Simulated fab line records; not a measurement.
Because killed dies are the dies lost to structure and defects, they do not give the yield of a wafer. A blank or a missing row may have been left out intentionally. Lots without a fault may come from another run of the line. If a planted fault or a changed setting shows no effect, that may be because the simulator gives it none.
Chamber matching    flow n5 finfet    N5_HKMG_FIN_NWFM_ALD_20 on ald metal-03: 4 sister chambers
The step deposits TiAlC, target thk 2 nm, pulse time 3 s, purge time 2 s. 8 wafers are shown with their chamber, then 10 later ones without.

WAFERS WITH THEIR CHAMBER
wafer   chamber  heater power w (W)  precursor pulse height rel
L080.3  1        557                 0.991
L082.2  1        557                 0.950
L082.4  3        547                 0.984
L084.2  2        533                 1.020
L084.3  0        548                 1.033
L084.4  3        562                 0.986
L086.4  0        562                 1.005
L086.5  2        518                 1.006

WAFERS WITH NO CHAMBER GIVEN
wafer   heater power w (W)  precursor pulse height rel
L086.6  555                 1.020
L088.2  568                 0.992
L088.3  546                 1.014
L088.5  564                 0.982
L089.3  514                 0.990
L089.4  557                 0.993
L089.5  567                 1.056
L096.4  524                 0.976
L096.5  554                 0.990
L096.6  519                 1.013

THE CHAMBER EACH PASSED THROUGH
wafer   from the rows above                in truth
L086.6  can't be placed: 0 or 3            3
L088.2  can't be placed: 3 or 1 or 0       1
L088.3  can't be placed: 0 or 3 or 2 or 1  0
L088.5  can't be placed: 1 or 3 or 0       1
L089.3  2                                  2
L089.4  can't be placed: 3 or 1 or 0       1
L089.5  can't be placed: 0 or 3            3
L096.4  can't be placed: 2 or 3 or 1       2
L096.5  can't be placed: 3 or 1 or 0       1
L096.6  2                                  2
Correct placement for 2 of the 10. These rows do not allow placing 8 (true chamber among the candidates in 8). Wrongly placed: 0.
How it was worked out, from the rows above alone: a wafer's distance from a chamber is the root of the sum, over the readings, of the square of ((its reading less the chamber's mean) divided by the reading's scatter). The wafer belongs to the nearest chamber; if the next one is less than 2 further off, it can't be placed. For every chamber, the mean is computed from those of its wafers that are shown. The scatter: the root of (the sum of the squares of (reading less its chamber's mean) over the shown wafers, divided by (wafers less chambers)).
